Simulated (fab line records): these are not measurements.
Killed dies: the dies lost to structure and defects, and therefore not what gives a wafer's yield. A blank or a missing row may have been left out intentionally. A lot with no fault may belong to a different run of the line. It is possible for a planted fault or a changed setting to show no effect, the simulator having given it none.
One fault through the eyes of 2 desks -- flow n5_finfet -- numbers are kept per desk, each desk with only its own; the story behind them comes last

## FROM THE METROLOGY DESK
What the gauges read, lot by lot, whatever tool the lot ran on: means of the sampled wafers that have a number. A lot is out of limits, marked OUT, if its mean lies more than 4 standard deviations from the usual mean; the brackets give that distance. Readings shown: 7 out of 12 (the first out of limits, and those lying furthest out on some lot).
Columns: A = V2_OVL at N5_BEOL_M3_OVL_MEAS_29, usual -0.3 nm; B = trench_depth_nm at N5_BEOL_M3_OCD_MEAS_38, usual 55.8 nm; C = DIBL_N at N5_BEOL_M4_RC_MEAS_101, usual 36.3 mV/V; D = IOFF_N at N5_BEOL_M4_RC_MEAS_101, usual 0.155 nA/um; E = IOFF_P at N5_BEOL_M4_RC_MEAS_101, usual 0.211 nA/um; F = ION_P at N5_BEOL_M4_RC_MEAS_101, usual 462 uA/um; G = SS_N at N5_BEOL_M4_RC_MEAS_101, usual 71.5 mV/dec
lot,first seen here,A,B,C,D,E,F,G
L474,day 7 15:55,0.8,55.6,37.4,0.149,0.210,458,71.9
L476,day 8 07:55,0.2,55.1,35.4,0.146,0.175,454,71.5
L478,day 8 14:28,-0.6,55.3,36.5,0.158,0.238,469,71.6
L479,day 8 21:38,-0.4,56.0,35.8,0.157,0.188,463,71.4
L487,day 12 23:16,-0.5,65.2 (+11) OUT,37.4,0.160,0.253,462,72.4
L489,day 13 11:12,-1.4,73.5 (+21) OUT,35.6,0.159,0.219,462,71.2
L494,day 13 13:13,-0.1,55.0,37.9,0.183,0.249,472,71.7
L493,day 13 20:52,-0.8,55.0,36.5,0.157,0.212,466,71.2
L496,day 14 12:31,-0.8,55.3,36.0,0.158,0.205,460,71.8
Finding of this desk: L487, L489 out of limits; the first was L487 at day 14 01:47, on trench_depth_nm at N5_BEOL_M3_OCD_MEAS_38. In limits: L474, L476, L478, L479, L494, L493, L496.

## FOR THE TOOL OWNER'S DESK: rie_diel-01
The tool's own readings at N5_BEOL_M3_TRENCH_ETCH_37 (etches SiOC in C4F6/O2, target depth 55.555 nm, time 29.2 s): means of the sampled wafers that have a number, for each lot that ran on this tool. A lot is out of limits, marked OUT, if its mean lies more than 4 standard deviations from the usual mean; the brackets give that distance.
Columns: A = drypump_motor_current_A at N5_BEOL_M3_TRENCH_ETCH_37, usual 5.8 A; B = mfc_ar_sccm at N5_BEOL_M3_TRENCH_ETCH_37, usual 300.0 sccm; C = oes_product_au at N5_BEOL_M3_TRENCH_ETCH_37, usual 0.83 a.u.; D = rf_vpp_V at N5_BEOL_M3_TRENCH_ETCH_37, usual 663 V; E = run_length_s at N5_BEOL_M3_TRENCH_ETCH_37, usual 52.4 s; F = showerhead_plenum_p_Torr at N5_BEOL_M3_TRENCH_ETCH_37, usual 2.85 Torr; G = throttle_valve_pct at N5_BEOL_M3_TRENCH_ETCH_37, usual 20.84 %
lot,first seen here,A,B,C,D,E,F,G
L476,day 8 19:01,5.7,299.3,0.74,663,52.5,2.76,21.10
L479,day 9 03:23,5.7,300.4,0.84,658,52.6,2.79,20.88
L487,day 14 01:38,5.4,300.1,0.86,658,57.5 (+13) OUT,2.79,20.91
L489,day 14 18:34,5.8,300.1,0.88,661,61.5 (+24) OUT,2.95,20.77
Finding of this desk: L487, L489 out of limits; the first was L487 at day 14 01:38, on run_length_s at N5_BEOL_M3_TRENCH_ETCH_37. In limits: L476, L479.

## BROUGHT TOGETHER
The tool owner's desk could have raised an alarm at day 14 01:38, on L487, L489.
L487, L489 would have let the metrology desk raise an alarm at day 14 01:47.
On rie_diel-01, each named lot ran N5_BEOL_M3_TRENCH_ETCH_37.

## WHAT HAD BEEN PUT IN BY THE SIMULATOR
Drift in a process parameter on rie_diel-01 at N5_BEOL_M3_TRENCH_ETCH_37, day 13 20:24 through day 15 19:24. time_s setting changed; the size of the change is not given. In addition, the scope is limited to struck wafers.
Struck lots among those shown: L487, L489.
Hours from the fault's start to each desk's first reading out of limits: the tool owner's desk, 5; the metrology desk, 5.
